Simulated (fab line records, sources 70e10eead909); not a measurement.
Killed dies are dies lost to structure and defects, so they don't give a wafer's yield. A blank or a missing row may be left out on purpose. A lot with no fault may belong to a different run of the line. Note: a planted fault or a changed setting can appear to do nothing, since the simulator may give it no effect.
Matching of chambers + flow nand-harc + NHARC_A_DECK1_JOINT_CMP_13 on cmp-02 has 4 sister chambers
The step polishes, target thk 51.023 nm. 4 wafers are shown with their chamber, then 6 later ones without.

## WAFERS, EACH WITH ITS CHAMBER
| wafer  | chamber | motor-current-A (A) |
|--------|---------|---------------------|
| L755.5 | 3       | 11.9                |
| L764.6 | 1       | 10.7                |
| L766.3 | 0       | 14.7                |
| L766.4 | 2       | 11.4                |

## WAFERS WHOSE CHAMBER IS MISSING
| wafer  | motor-current-A (A) |
|--------|---------------------|
| L766.6 | 12.2                |
| L771.2 | 12.3                |
| L771.5 | 11.1                |
| L773.1 | 11.5                |
| L773.2 | 11.4                |
| L773.3 | 15.4                |

## WHICH CHAMBER EACH ONE RAN IN
| wafer  | from the rows above          | in truth |
|--------|------------------------------|----------|
| L766.6 | can't be placed: 3 or 2      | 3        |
| L771.2 | can't be placed: 3 or 2      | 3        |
| L771.5 | can't be placed: 2 or 1 or 3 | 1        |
| L773.1 | can't be placed: 2 or 3 or 1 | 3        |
| L773.2 | can't be placed: 2 or 3 or 1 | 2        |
| L773.3 | 0                            | 0        |
Placed correctly: 1 of 6. Unplaceable from these rows: 5, with the true chamber sitting among the candidates in 5. Number placed wrongly: 0.
How it was worked out, from the rows above alone: a wafer's distance from a chamber is the root of the sum, over the readings, of the square of ((its reading less the chamber's mean) divided by the reading's scatter). If the next closest chamber is less than 2 further off than the closest, the wafer can't be placed; otherwise it belongs to the closest. For every chamber, the mean is computed from those of its wafers that are shown. The scatter (one wafer shown for each chamber): square how far every hidden wafer sits from the nearest shown wafer, average those squares and take the square root.
